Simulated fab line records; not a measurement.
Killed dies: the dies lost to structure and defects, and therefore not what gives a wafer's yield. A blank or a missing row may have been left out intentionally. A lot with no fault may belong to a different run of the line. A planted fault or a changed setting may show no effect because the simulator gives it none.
8D (eight disciplines) problem report, filled in by code	flow n5-finfet	the parts of the form that need people (team, actions taken, sign-off) are left out

1. THE ISSUE
Wafers without a fault read 1500.0 rpm, standard deviation 0.81; spin-speed-rpm at N5_BEOL_M10_COAT_60 reads a mean of 1424.0 rpm on 6 wafers belonging to 2 lots. That is -94 standard deviations from the usual mean.
The step: time 60 s, resist thk 30 nm.
The first sign was on wafer L828.2 at day 14 14:04, on litho-track-03. Wafers with a number at this step in the record: 12, from 4 lots. Rule for "out" (also "out of limits"): further than 4 standard deviations from the usual mean. All remaining wafers that have a number are taken as sound.

2. WHAT IT IS; WHAT IT IS NOT
question	is	is not
which readings at this step	spin-speed-rpm	-
which lots	L827, L828	L817, L838
which wafers of those lots	all that have a number	-
read on which tools	litho-track-03	litho-track-04
when	from day 14 14:04	up to then (3 sound wafers); but 3 sound wafers of L838 came after

3. THE SUSPECTS, EACH WITH WHAT RULES IT OUT
Counting: a tool at any process step up to the reading remains a suspect when it ran all the lots that are out and ran no sound lot after the first of those.
- litho-track-03 at N5_BEOL_M10_COAT_60 (time 60 s, resist thk 30 nm): kept. All lots that are out passed through it, beginning with L828 at day 14 14:04, and no sound lot followed; its final sound lot before that point was L817 at day 11 12:33. Out on those wafers are its own readings of spin-speed-rpm.
The count leaves litho-track-03 at N5_BEOL_M10_COAT_60.

4. THE CAUSE (what the simulator had put in)
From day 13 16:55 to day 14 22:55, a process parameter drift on litho-track-03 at N5_BEOL_M10_COAT_60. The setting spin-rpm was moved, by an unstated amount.
Counting left only this tool.

5. THE EFFECT CHAIN, in route order
Rows list readings where the struck wafers' mean (over those with a number) sits beyond 3 standard deviations from the usual. Only readings whose record carries a usual standard deviation are examined. hours: median over the lots of the time between each lot's start at the first step of this table that gives one and its start at this step. sigmas: the change, counted in usual standard deviations.
hours	step	reading	usual	on struck wafers	change	sigmas
0	N5_BEOL_M10_COAT_60	spin-speed-rpm	1500.0 rpm	1424.0	-76.0	-94
It contains these process steps:
- N5_BEOL_M10_COAT_60: time 60 s, resist thk 30 nm.

6. WHAT WOULD HAVE CAUGHT IT SOONER
First out-of-limits reading in this record: day 14 14:04, which is 21 hours after fault onset at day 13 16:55.
